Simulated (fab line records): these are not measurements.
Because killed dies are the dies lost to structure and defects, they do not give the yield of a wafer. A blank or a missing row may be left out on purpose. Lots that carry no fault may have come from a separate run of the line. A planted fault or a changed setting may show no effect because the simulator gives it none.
fab line records    flow nand_harc    part 2 of 2: steps 5 to 6 of 6
[record] lots = 24  wafers = 72  last_day = 33
route steps=1302 shown A_STAIRCASE@836
lots that met no fault: from a run of the same line without faults
start_h: hours from the record's opening day to when the first of the lot's shown wafers began    wait_h: how many hours have passed since the lot's step before this one    " same as the row above    L1.1+2: several wafers, shown together as one row    - no value present, or no start provided    * or withheld: withheld    < > ~ a bound
route shown NAME@n: names a module that has steps shown in the file, with the first one's number in the route    usual: mean/standard deviation taken from wafers without a fault    same: alike in all rows    chamber/n: place in a boat    sites: per-site readings    _std_site: the standard deviation of these    _edge_site: outer sites' mean less inner sites'    radius_mm: for every site, how far away it sits from the centre of the wafer    mask NAME#n: copy n    behind: tool/chamber where the wafer was last shaped    hold: cause of the lot's hold/its duration in hours/its outcome    device: transistor that didn't switch, given as n, p or np    end of line: tests run on the same wafers once the route is complete    a step given without rows: its recipe and nothing more    killed: dies that structure and defects cost at the first sort, which is not the same as the wafer's yield    map: the dies of a wafer, with x for killed, . for not killed, _ for no die there
set.NAME: setting as actually run; set.NAME@STEP: the setting as run at that earlier step    model.NAME: the simulator's own value behind a step, which no gauge read
steps of the route over a sample of lots; a table a step, a row a wafer
services: from which hour (start_h, from the record's first day; less than 0 if before it) a tool's chamber was out of use, for how many hours, and why
[[steps]]
[step NHARC_A_STAIRCASE_STRIP_475]
[recipe] time_s = 20  o2_flow_sccm = 500  ar_flow_sccm = 0  bias_w = 0  chemistry = O2
[usual] drypump_motor_current_A = 5.8/0.61  oes_product_au = 1.003/0.0074  rf_vpp_V = 57.5/0.83  showerhead_plenum_p_Torr = 3.48/0.18  throttle_valve_pct = 17.036/0.0092
lot.wafer  tool         chamber  start_h  wait_h  drypump_motor_current_A  oes_product_au  rf_hours_counter_h  rf_vpp_V  showerhead_plenum_p_Torr  throttle_valve_pct
L074.4     rie_diel-04  1        -        -       4.9                      0.999           28                  57.4      3.40                      17.053
L074.2     "            3        "        "       5.4                      0.997           8                   58.2      3.46                      17.034
L074.6     "            1        "        "       4.9                      0.994           -                   59.0      3.40                      17.042
L075.1     rie_diel-07  1        447.68   0.4     5.4                      0.983           49                  57.4      3.61                      17.036
L075.5     "            1        "        "       5.4                      1.005           -                   57.8      3.61                      17.041
L075.6     "            2        "        "       6.2                      0.994           -                   56.0      3.28                      17.035
L076.1     rie_diel-07  2        450.99   0.3     6.2                      1.005           52                  56.8      3.28                      17.024
L076.2     "            1        "        "       5.4                      0.999           50                  58.4      3.61                      17.035
L076.3     "            2        "        "       6.2                      1.002           -                   57.5      3.28                      17.041
L077.2     rie_diel-06  3        -        -       6.7                      1.009           46                  57.2      3.43                      17.039
L077.4     "            0        "        "       4.8                      0.994           44                  57.4      3.35                      17.026
L077.3     "            1        "        "       6.0                      1.003           41                  58.4      3.78                      17.027
L078.1     rie_diel-07  3        -        -       5.9                      0.998           6                   58.0      3.36                      17.049
L078.2     "            0        "        "       6.5                      0.989           4                   57.7      3.29                      17.038
L078.6     "            3        "        "       5.9                      0.997           -                   56.6      3.36                      17.034
L080.4     rie_diel-07  1        -        -       5.4                      1.010           3                   57.3      3.61                      17.042
L080.2     "            3        "        "       5.9                      1.001           6                   57.8      3.36                      17.041
L080.1     "            0        "        "       6.5                      0.999           4                   58.1      3.29                      17.039
L079.2     rie_diel-07  3        -        -       5.9                      1.000           7                   57.6      3.36                      17.049
L079.1     "            1        "        "       5.4                      0.995           4                   59.0      3.61                      17.030
L079.6     "            3        "        "       5.8                      0.992           -                   57.1      3.36                      17.033
L081.1     rie_diel-04  1        -        -       4.9                      1.007           52                  56.6      3.38                      17.040
L081.6     "            1        "        "       4.9                      1.007           -                   57.5      3.38                      17.053
L081.5     "            2        "        "       6.0                      1.008           -                   55.9      3.34                      17.043
L082.4     rie_diel-04  3        -        -       5.5                      1.004           27                  56.9      3.45                      17.031
L082.1     "            2        "        "       6.0                      1.000           55                  57.6      3.34                      17.041
L082.5     "            3        "        "       5.5                      1.003           -                   58.0      3.45                      17.045
L086.4     rie_diel-07  2        -        -       6.2                      0.989           26                  58.8      3.79                      17.029
L086.2     "            3        "        "       5.9                      1.007           24                  57.3      3.35                      17.018
L086.6     "            1        "        "       5.3                      1.008           -                   57.7      3.60                      17.040
L085.1     rie_diel-06  1        -        -       5.9                      1.009           19                  58.3      3.77                      17.018
L085.4     "            2        "        "       6.3                      1.013           18                  57.1      3.60                      17.038
L085.6     "            0        "        "       4.8                      1.012           -                   56.4      3.33                      17.056
L084.1     rie_diel-06  0        -        -       4.8                      1.007           20                  56.7      3.33                      17.039
L084.2     "            2        "        "       6.4                      1.013           18                  58.6      3.60                      17.041
L084.6     "            3        "        "       6.7                      1.009           -                   58.0      3.42                      17.027
L083.4     rie_diel-06  0        -        -       4.8                      1.010           20                  57.3      3.33                      17.030
L083.2     "            1        "        "       5.9                      1.007           19                  56.7      3.77                      17.041
L083.3     "            2        "        "       6.3                      1.005           18                  57.0      3.60                      17.041
L087.1     rie_diel-06  3        -        -       6.7                      0.996           14                  56.9      3.42                      17.040
L087.2     "            1        "        "       5.9                      1.007           26                  56.9      3.76                      17.049
L087.3     "            2        "        "       6.3                      1.008           26                  56.6      3.59                      17.041
L089.3     rie_diel-07  1        570.52   0.2     5.4                      0.995           34                  58.0      3.59                      17.030
L089.4     "            0        "        "       6.5                      1.010           -                   56.7      3.28                      17.024
L089.6     "            1        "        "       5.4                      0.998           -                   57.5      3.59                      17.032
L088.4     rie_diel-04  1        -        -       4.9                      1.004           14                  57.1      3.37                      17.020
L088.6     "            2        "        "       6.0                      1.007           -                   57.4      3.33                      17.040
L088.5     "            3        "        "       5.4                      1.001           -                   57.6      3.44                      17.039
L090.2     rie_diel-06  1        -        -       5.9                      1.000           35                  57.9      3.76                      17.028
L090.3     "            3        "        "       6.7                      1.005           24                  56.9      3.41                      17.036
L090.6     "            1        "        "       5.9                      1.011           -                   58.0      3.76                      17.049
L092.3     rie_diel-06  2        -        -       6.4                      1.014           42                  58.0      3.59                      17.050
L092.4     "            3        "        "       6.7                      1.008           28                  58.2      3.41                      17.034
L092.2     "            1        "        "       5.9                      1.000           41                  57.3      3.76                      17.047
L091.1     rie_diel-06  3        -        -       6.7                      1.006           28                  57.2      3.41                      17.040
L091.4     "            0        "        "       4.8                      0.992           40                  58.8      3.32                      17.033
L091.5     "            3        "        "       6.7                      1.009           -                   58.3      3.41                      17.030
L093.2     rie_diel-04  2        -        -       6.0                      0.998           26                  56.4      3.32                      17.050
L093.4     "            0        "        "       5.4                      1.003           28                  58.2      3.79                      17.032
L093.6     "            2        "        "       6.0                      1.008           -                   57.0      3.32                      17.016
L094.1     rie_diel-04  0        -        -       5.4                      1.001           28                  58.7      3.79                      17.024
L094.6     "            2        "        "       6.0                      0.998           -                   57.0      3.32                      17.031
L094.5     "            3        "        "       5.4                      0.997           -                   55.6      3.43                      17.032
L095.4     rie_diel-04  3        -        -       5.4                      0.998           32                  57.9      3.42                      17.024
L095.1     "            0        "        "       5.4                      0.994           31                  58.6      3.79                      17.037
L095.6     "            3        "        "       5.5                      0.994           -                   58.0      3.42                      17.051
L096.1     rie_diel-06  0        -        -       4.9                      1.003           51                  57.7      3.32                      17.038
L096.6     "            2        "        "       6.3                      1.008           -                   56.8      3.58                      17.040
L096.5     "            3        "        "       6.7                      1.014           -                   56.9      3.40                      17.020
L097.4     rie_diel-07  2        -        -       6.2                      1.010           3                   56.7      3.77                      17.039
L097.2     "            0        "        "       6.5                      1.008           2                   58.1      3.81                      17.029
L097.6     "            2        "        "       6.2                      1.012           -                   57.8      3.77                      17.032
[step NHARC_A_STAIRCASE_CMP_472]
[recipe] material = SiO2
[usual] motor_current_A = 12.0/0.95  retaining_ring_pressure_frac = 1.000/0.0046
lot.wafer  tool    chamber  start_h  wait_h  motor_current_A  retaining_ring_pressure_frac
L074.2     cmp-03  3        446.96   0.3     13.4             0.998
L074.4     "       0        "        "       13.6             1.001
L074.6     "       3        "        "       13.1             1.001
L075.1     cmp-04  0        448.14   0.3     11.9             0.994
L075.5     "       1        "        "       12.5             1.001
L075.6     "       2        "        "       11.8             0.997
L076.2     cmp-03  2        451.40   0.2     10.6             0.999
L076.3     "       3        "        "       12.6             1.002
L076.1     "       0        "        "       13.6             1.007
L077.3     cmp-04  2        462.18   0.2     11.8             0.999
L077.2     "       3        "        "       11.5             1.006
L077.4     "       0        "        "       10.8             0.997
L078.2     cmp-03  3        487.22   0.3     13.2             1.005
L078.1     "       0        "        "       13.1             0.998
L078.6     "       3        "        "       12.8             1.009
L080.1     cmp-04  0        487.57   0.2     11.1             0.997
L080.4     "       2        "        "       11.9             0.997
L080.2     "       3        "        "       11.6             1.001
L079.1     cmp-01  3        488.10   0.2     12.4             0.997
L079.2     "       1        "        "       11.4             0.998
L079.6     "       0        "        "       12.4             0.999
L081.1     cmp-01  3        518.49   0.3     12.2             0.999
L081.6     "       0        "        "       11.9             0.993
L081.5     "       1        "        "       11.5             1.005
L082.4     cmp-03  3        529.03   0.2     12.9             1.000
L082.1     "       2        "        "       10.7             0.999
L082.5     "       3        "        "       12.8             1.002
L086.4     cmp-04  2        536.47   0.1     12.0             0.996
L086.2     "       1        "        "       12.1             0.997
L086.6     "       3        "        "       12.5             0.993
L085.4     cmp-01  2        537.59   0.2     13.2             0.998
L085.1     "       1        "        "       11.1             0.994
L085.6     "       2        "        "       12.4             1.006
L084.1     cmp-04  0        539.35   0.2     11.6             1.001
L084.2     "       1        "        "       11.8             0.996
L084.6     "       0        "        "       11.1             1.005
L083.4     cmp-01  3        541.32   0.1     12.1             1.001
L083.3     "       0        "        "       12.7             1.002
L083.2     "       1        "        "       11.3             0.993
L087.3     cmp-03  1        570.59   0.2     10.7             0.997
L087.2     "       2        "        "       10.9             0.999
L087.1     "       0        "        "       13.3             0.996
L089.4     cmp-03  1        570.94   0.2     10.9             0.999
L089.3     "       2        "        "       10.6             1.002
L089.6     "       0        "        "       13.4             1.000
L088.4     cmp-03  1        589.04   0.2     10.8             1.003
L088.6     "       0        "        "       12.9             0.992
L088.5     "       1        "        "       10.3             1.006
L090.2     cmp-03  1        603.40   0.2     11.3             0.994
L090.3     "       0        "        "       13.8             0.991
L090.6     "       2        "        "       10.6             0.995
L092.2     cmp-03  1        615.50   0.2     10.6             0.995
L092.4     "       3        "        "       12.9             0.997
L092.3     "       0        "        "       13.1             1.001
L091.1     cmp-01  0        616.52   0.2     12.2             0.998
L091.4     "       1        "        "       11.5             0.996
L091.5     "       3        "        "       12.5             0.997
L093.2     cmp-04  3        625.58   0.2     11.7             1.003
L093.4     "       2        "        "       11.8             1.008
L093.6     "       0        "        "       11.5             0.995
L094.1     cmp-03  0        625.86   0.3     13.4             1.003
L094.6     "       1        "        "       10.7             1.004
L094.5     "       2        "        "       10.3             1.004
L095.1     cmp-01  3        636.13   0.2     12.1             1.004
L095.4     "       1        "        "       10.8             1.003
L095.6     "       3        "        "       12.6             1.007
L096.1     cmp-03  0        657.19   0.5     12.7             1.009
L096.6     "       0        "        "       13.1             1.003
L096.5     "       1        "        "       10.7             1.008
L097.2     cmp-03  2        664.90   0.2     10.3             1.003
L097.4     "       3        "        "       13.0             1.014
L097.6     "       3        "        "       13.5             1.005
[[services]]
tool             chamber  start_h  hours  kind
cmp-03           -        372.30   3.4    repair
rie_diel-04      3        379.42   41.8   repair
cmp-03           -        407.53   1.3    repair
rie_diel-07      3        432.66   18.4   repair
rie_diel-04      3        441.69   2.4    repair
cmp-03           -        456.16   4.0    pm
rie_diel-06      -        460.05   0.5    repair
rie_diel-07      -        471.23   9.0    pm
rie_diel-04      3        479.76   23.6   repair
rie_diel-06      -        484.22   9.0    pm
plasma_asher-02  -        484.93   9.0    pm
rie_diel-04      2        502.68   5.3    repair
plasma_asher-02  -        507.62   0.4    repair
rie_diel-06      3        510.42   22.2   repair
plasma_asher-02  -        518.13   6.5    repair
plasma_asher-01  -        519.36   9.0    pm
rie_diel-04      2        528.93   13.7   repair
rie_diel-04      -        544.82   9.0    pm
cmp-03           -        554.16   4.0    pm
plasma_asher-01  -        567.66   0.6    repair
rie_diel-07      3        569.64   11.1   repair
rie_diel-06      0        639.70   3.0    repair
rie_diel-07      -        648.24   9.0    pm
rie_diel-06      -        661.22   9.0    pm
